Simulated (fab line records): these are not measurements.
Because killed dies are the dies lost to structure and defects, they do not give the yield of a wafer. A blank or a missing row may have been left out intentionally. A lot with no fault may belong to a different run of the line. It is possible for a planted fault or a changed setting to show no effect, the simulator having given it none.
Split-lot trial	flow n5_finfet	on a route of 1938 steps: 7 lots, 21 wafers read

THE SPLIT ITSELF
At N5_PMOS_HMC_CHANNEL_EPI_EXPOSE_06 (exposes mask PMOS HMC BLK, target cd 240 nm), the setting dose_mj was moved away from the recipe's 41 on 7 of the 21 wafers read, by -6.2% to +4.7%. For the rest of the wafers, this setting stayed at what the recipe calls for.

FROM THE SPLIT TO THE READING: what the file shows between them, 2 steps
- N5_PMOS_HMC_CHANNEL_EPI_PEB_07: peb time 60 s
- N5_PMOS_HMC_CHANNEL_EPI_DEVELOP_08: develop time 30 s

THE READING
At N5_PMOS_HMC_CHANNEL_EPI_CD_MEAS_09: cd_nm in nanometres, against a target cd of 237.4 nm. A value of 237.3 nm with a standard deviation of 1.1 nm is what fault-free wafers of this fab line usually give.

wafer	tool, chamber at the split	dose_mj as run	against the recipe	cd_nm, nm	against lot-mates on the recipe
L075.1	arfi_scanner-01, 0	42.7	+4.1%	240.6	+3.0
L075.2	arfi_scanner-01, 0	42.7	+4.1%	239.3	+1.7
L075.4	arfi_scanner-01, 0	41	recipe	237.6	-
L086.2	arfi_scanner-01, 0	41	recipe	237.6	-
L086.3	arfi_scanner-01, 0	41	recipe	237.5	-
L086.4	arfi_scanner-01, 0	41	recipe	237.9	-
L087.2	arfi_scanner-03, 0	41	recipe	237.5	-
L087.4	arfi_scanner-03, 0	39.02	-4.8%	231.9	-5.7
L087.5	arfi_scanner-03, 0	41	recipe	237.7	-
L090.1	arfi_scanner-02, 0	42.94	+4.7%	239.9	+3.4
L090.3	arfi_scanner-02, 0	42.94	+4.7%	240.5	+4.0
L090.4	arfi_scanner-02, 0	41	recipe	236.5	-
L091.1	arfi_scanner-02, 0	41	recipe	237.9	-
L091.3	arfi_scanner-02, 0	41	recipe	237.1	-
L091.5	arfi_scanner-02, 0	41	recipe	235.2	-
L092.2	arfi_scanner-02, 0	42.3	+3.2%	241.3	+2.6
L092.3	arfi_scanner-02, 0	41	recipe	238.8	-
L092.5	arfi_scanner-02, 0	41	recipe	238.7	-
L093.1	arfi_scanner-02, 0	41	recipe	235.9	-
L093.4	arfi_scanner-02, 0	38.45	-6.2%	232.0	-4.7
L093.5	arfi_scanner-02, 0	41	recipe	237.5	-

FIT RESULTS
A straight line over all 21 wafers: cd_nm changes by +0.809 nm for each +1% of dose_mj; r = +0.91; the points scatter about the line by 1 nm.
The same after taking each lot's own level away (the mean of its wafers on the recipe; 21 wafers): +0.801 nm for each +1%; r = +0.95; scatter 0.76 nm.
The reading moves by 5 nm for the largest change in dose_mj, on that fit.
The span of the lots' own levels, 236.50 to 238.75 nm, comes to 2.0 times the standard deviation stated above.
Hence the lot-to-lot level has little effect on the slope; both slopes agree.
Check: for one of the wafers moved furthest among these (-6.2%), held out of the fit, the line's prediction against its lot-mates is -5.4 nm. It came out at -4.7 nm against them.

ADDITIONAL SPLITS CARRIED BY THESE WAFERS
Before the reading, these wafers also passed through other splits. Each is held against what the fit with the lots' levels taken away leaves over:
other split on the same wafers	wafers away from the commonest value	r with cd_nm (lot level and that fit taken away)
N5_WELL_APT_COAT_02 spin_rpm	8	-0.28
N5_WELL_APT_PEB_06 peb_time_s	7	-0.43

THE WHOLE CHAIN: every reading that the file lists as answering this split, in the file's order
step	what it does	reading	change (the file's fit)	r (the file's)
N5_PMOS_HMC_CHANNEL_EPI_CD_MEAS_09	target cd 237.4 nm	cd_nm	+0.832 nm for each +1% of the setting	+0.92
N5_PMOS_HMC_CHANNEL_EPI_DESCUM_14	chemistry O2, time 7.9 s	PMOS_HMC_CHANNEL_EPI.cd_nm (the simulator's own value, which no gauge read)	+0.807 nm for each +1% of the setting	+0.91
N5_PMOS_HMC_CHANNEL_EPI_ETCH_32	etches BARC in N2/H2, stops on SiO2, target depth 85.8 nm, time 50.3 s	PMOS_HMC_CHANNEL_EPI.cd_nm (the simulator's own value, which no gauge read)	+0.832 nm for each +1% of the setting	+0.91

THE FILE'S OWN FIT
cd_nm changes by +0.832 nm for each +1% of dose_mj, r = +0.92.
